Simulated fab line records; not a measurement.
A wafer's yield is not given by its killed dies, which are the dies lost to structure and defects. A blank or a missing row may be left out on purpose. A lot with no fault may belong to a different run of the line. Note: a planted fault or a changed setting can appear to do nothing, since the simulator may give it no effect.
Split-lot experiment / flow n5_finfet / 21 wafers read from 7 lots, route of 1938 steps

THE SPLIT ITSELF
At N5_PASSIVATION_ETCH_54 (etches SiO2 in CHF3/O2, target depth 880 nm, time 440 s), the setting time_s was moved away from the recipe's 440 s on 5 of the 21 wafers read, by +7.8% to +21.0%. The other wafers ran this setting at the recipe's value.

The reading comes from the split's own step.

THE READING
etch.depth_nm (the simulator's own value, which no gauge read), in nm, at N5_PASSIVATION_ETCH_54 (etches SiO2 in CHF3/O2, target depth 880 nm, time 440 s). The file does not state a usual value for it. The 16 wafers here that ran the recipe average 878.8 nm, standard deviation 16 nm.

wafer=L077.1; tool, chamber at the split=rie_diel-03, 0; time_s as run, s=440; against the recipe=recipe; etch.depth_nm, nm=871.4; against lot-mates on the recipe=-
wafer=L077.2; tool, chamber at the split=rie_diel-03, 3; time_s as run, s=440; against the recipe=recipe; etch.depth_nm, nm=906.7; against lot-mates on the recipe=-
wafer=L077.3; tool, chamber at the split=rie_diel-03, 2; time_s as run, s=440; against the recipe=recipe; etch.depth_nm, nm=881.9; against lot-mates on the recipe=-
wafer=L082.2; tool, chamber at the split=rie_diel-01, 3; time_s as run, s=440; against the recipe=recipe; etch.depth_nm, nm=867.5; against lot-mates on the recipe=-
wafer=L082.3; tool, chamber at the split=rie_diel-01, 1; time_s as run, s=490.4; against the recipe=+11.5%; etch.depth_nm, nm=996; against lot-mates on the recipe=+132.5
wafer=L082.6; tool, chamber at the split=rie_diel-01, 3; time_s as run, s=440; against the recipe=recipe; etch.depth_nm, nm=859.4; against lot-mates on the recipe=-
wafer=L084.3; tool, chamber at the split=rie_diel-01, 1; time_s as run, s=532.5; against the recipe=+21.0%; etch.depth_nm, nm=1089; against lot-mates on the recipe=+225.2
wafer=L084.5; tool, chamber at the split=rie_diel-01, 2; time_s as run, s=532.5; against the recipe=+21.0%; etch.depth_nm, nm=1054; against lot-mates on the recipe=+190.2
wafer=L084.6; tool, chamber at the split=rie_diel-01, 3; time_s as run, s=440; against the recipe=recipe; etch.depth_nm, nm=863.8; against lot-mates on the recipe=-
wafer=L087.2; tool, chamber at the split=rie_diel-04, 1; time_s as run, s=440; against the recipe=recipe; etch.depth_nm, nm=871.7; against lot-mates on the recipe=-
wafer=L087.3; tool, chamber at the split=rie_diel-04, 2; time_s as run, s=440; against the recipe=recipe; etch.depth_nm, nm=880.6; against lot-mates on the recipe=-
wafer=L087.6; tool, chamber at the split=rie_diel-04, 0; time_s as run, s=522.2; against the recipe=+18.7%; etch.depth_nm, nm=1033; against lot-mates on the recipe=+156.8
wafer=L085.1; tool, chamber at the split=rie_diel-03, 3; time_s as run, s=440; against the recipe=recipe; etch.depth_nm, nm=897.3; against lot-mates on the recipe=-
wafer=L085.5; tool, chamber at the split=rie_diel-03, 3; time_s as run, s=440; against the recipe=recipe; etch.depth_nm, nm=902.9; against lot-mates on the recipe=-
wafer=L085.6; tool, chamber at the split=rie_diel-03, 2; time_s as run, s=440; against the recipe=recipe; etch.depth_nm, nm=884.5; against lot-mates on the recipe=-
wafer=L089.2; tool, chamber at the split=rie_diel-04, 2; time_s as run, s=440; against the recipe=recipe; etch.depth_nm, nm=887.8; against lot-mates on the recipe=-
wafer=L089.5; tool, chamber at the split=rie_diel-04, 0; time_s as run, s=440; against the recipe=recipe; etch.depth_nm, nm=884.8; against lot-mates on the recipe=-
wafer=L089.6; tool, chamber at the split=rie_diel-04, 3; time_s as run, s=440; against the recipe=recipe; etch.depth_nm, nm=847.9; against lot-mates on the recipe=-
wafer=L093.2; tool, chamber at the split=rie_diel-03, 2; time_s as run, s=474.3; against the recipe=+7.8%; etch.depth_nm, nm=945.4; against lot-mates on the recipe=+69.2
wafer=L093.3; tool, chamber at the split=rie_diel-03, 0; time_s as run, s=440; against the recipe=recipe; etch.depth_nm, nm=866.5; against lot-mates on the recipe=-
wafer=L093.6; tool, chamber at the split=rie_diel-03, 2; time_s as run, s=440; against the recipe=recipe; etch.depth_nm, nm=885.9; against lot-mates on the recipe=-

THE FIT
A straight line over all 21 wafers: etch.depth_nm changes by +9.01 nm for each +1% of time_s; r = +0.97; the points scatter about the line by 16 nm.
The same after taking each lot's own level away (the mean of its wafers on the recipe; 21 wafers): +9.62 nm for each +1%; r = +0.98; scatter 14 nm.
On that fit, the largest move of time_s shifts the reading by 2e+02 nm.
From 863.45 to 894.90 nm: that is the span of the lots' own levels, equal to 2.0 times the standard deviation above.
Hence the lot-to-lot level has little effect on the slope; both slopes agree.
Check: for one of the wafers moved furthest among these (+21.0%), held out of the fit, the line's prediction against its lot-mates is +192 nm. It came out at +225 nm against them.

OTHER SPLITS APPLIED TO THESE WAFERS
Note: prior to the reading, these wafers also went through further splits. Each is held against what the fit with the lots' levels taken away leaves over:
other split on the same wafers=N5_BEOL_M14_TRENCH_ETCH_34 bias_w; wafers away from the commonest value=9; r with etch.depth_nm (lot level and that fit taken away)=+0.26
other split on the same wafers=N5_BEOL_M15_COAT_04 spin_rpm; wafers away from the commonest value=7; r with etch.depth_nm (lot level and that fit taken away)=+0.38
other split on the same wafers=N5_MIM_TOP_ETCH_ETCH_00 bias_w; wafers away from the commonest value=11; r with etch.depth_nm (lot level and that fit taken away)=+0.34

THE WHOLE CHAIN: every reading that the file lists as answering this split, in the file's order
step=N5_PASSIVATION_ETCH_54; what it does=etches SiO2 in CHF3/O2, target depth 880 nm, time 440 s; reading=PASSIVATION.feature_depth_nm (the simulator's own value, which no gauge read); change (the file's fit)=+9.52 nm for each +1% of the setting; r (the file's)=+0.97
step=N5_PASSIVATION_ETCH_54; what it does=etches SiO2 in CHF3/O2, target depth 880 nm, time 440 s; reading=etch.depth_nm (the simulator's own value, which no gauge read); change (the file's fit)=+9.52 nm for each +1% of the setting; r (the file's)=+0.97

FILE'S OWN FIT
etch.depth_nm changes by +9.52 nm for each +1% of time_s, r = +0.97.
